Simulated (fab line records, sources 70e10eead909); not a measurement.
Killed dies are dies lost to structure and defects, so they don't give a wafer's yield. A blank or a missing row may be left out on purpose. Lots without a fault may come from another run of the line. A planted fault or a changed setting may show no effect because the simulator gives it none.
A struck lot beside a sound one | flow nand_harc | 14 steps out of a route of 1302
Sound: wafers L437.2, L437.4, L437.6. Struck: wafer L450.1. (L450.5, L450.6 of the same lot were not struck and are left out.) The cause comes at the end.
At each step with rows: each side's tool, then ch and its chambers, then its first start. Under that, the readings that differ: sound wafers | struck wafers | difference of the means | sigmas: that difference in standard deviations of wafers without a fault.
alike: readings whose means differ by less than 2 such deviations, and words and numbers that are the same on both sides. not compared: withheld readings, readings that some wafer has no value for, bounds like >300 that may hide the same value, and numbers for which the record gives no deviation and whose values overlap.
The two part at a step that has a row with sigmas, a row that says differs or no value, or rows on one side only. Numbers that don't overlap but have no deviation are shown without sigmas and don't part them. A reading that every wafer of one side lacks parts them only if that side has two wafers or more.

NHARC_A_DECK1_JOINT_ETCHBACK_00: etches the open film in HBr, target depth 30 nm, time 17.4 s.
  sound on rie_si-01 ch 1,2, day 12 15:10; struck on rie_si-06 ch 2, day 17 16:11
  alike: chamber_pressure_mTorr, drypump_motor_current_A, he_backside_leak_sccm, oes_product_au, rf_fwd_power_W, throttle_valve_pct
  not compared: rf_hours_counter_h
then, 8 steps without rows for these wafers: NHARC_A_DECK1_JOINT_PRECLEAN_30 (cleans in SC1); NHARC_A_DECK1_JOINT_SRD_31; NHARC_A_DECK1_JOINT_CVD_34 (deposits SiNx, target thk 20 nm); NHARC_A_DECK1_JOINT_DEP_06 (deposits SiOx, target thk 80 nm); NHARC_A_DECK1_JOINT_CURE_26 (time 32 s); NHARC_A_DECK1_JOINT_ANNEAL_27 (time 3600 s); NHARC_A_DECK1_JOINT_ANNEAL_28 (time 1800 s); NHARC_A_DECK1_JOINT_ANNEAL_29 (time 1800 s).
NHARC_A_DECK1_JOINT_CMP_02: polishes SiOx.
  sound on cmp-02 ch 1,2,3, day 13 17:01; struck on cmp-02 ch 1, day 18 12:52
  alike: motor_current_A
then, 1 step without rows for these wafers: NHARC_A_DECK1_JOINT_SRD_15.
NHARC_A_DECK1_JOINT_DEP_16: deposits SiO2, target thk 45 nm.
  sound on pecvd-01 ch 0,1,2, day 13 17:23; struck on pecvd-03 ch 2, day 18 13:15
  alike: heater_power_w, rf_fwd_power_W, throttle_valve_pct
NHARC_A_DECK1_JOINT_THK_MEAS_17: measures by ellipsometry.
  sound on film_metro-02, day 13 17:40; struck on film_metro-01, day 18 13:32
  reading     | sound          | struck | difference | sigmas
  thk_nm (nm) | 42.3 45.4 43.4 | 28.4   | -15.3      | -12
NHARC_A_DECK1_JOINT_INSPECT_05:
  sound on defect_inspect-01, day 13 17:41; struck on defect_inspect-02, day 18 13:34
  reading          | sound       | struck | difference | sigmas
  raw_defect_count | 274 424 465 | 185    | -203       | -2

WHERE THEY PART
First at NHARC_A_DECK1_JOINT_THK_MEAS_17; last, within this record, at NHARC_A_DECK1_JOINT_INSPECT_05.

WHY: what the simulator had put in
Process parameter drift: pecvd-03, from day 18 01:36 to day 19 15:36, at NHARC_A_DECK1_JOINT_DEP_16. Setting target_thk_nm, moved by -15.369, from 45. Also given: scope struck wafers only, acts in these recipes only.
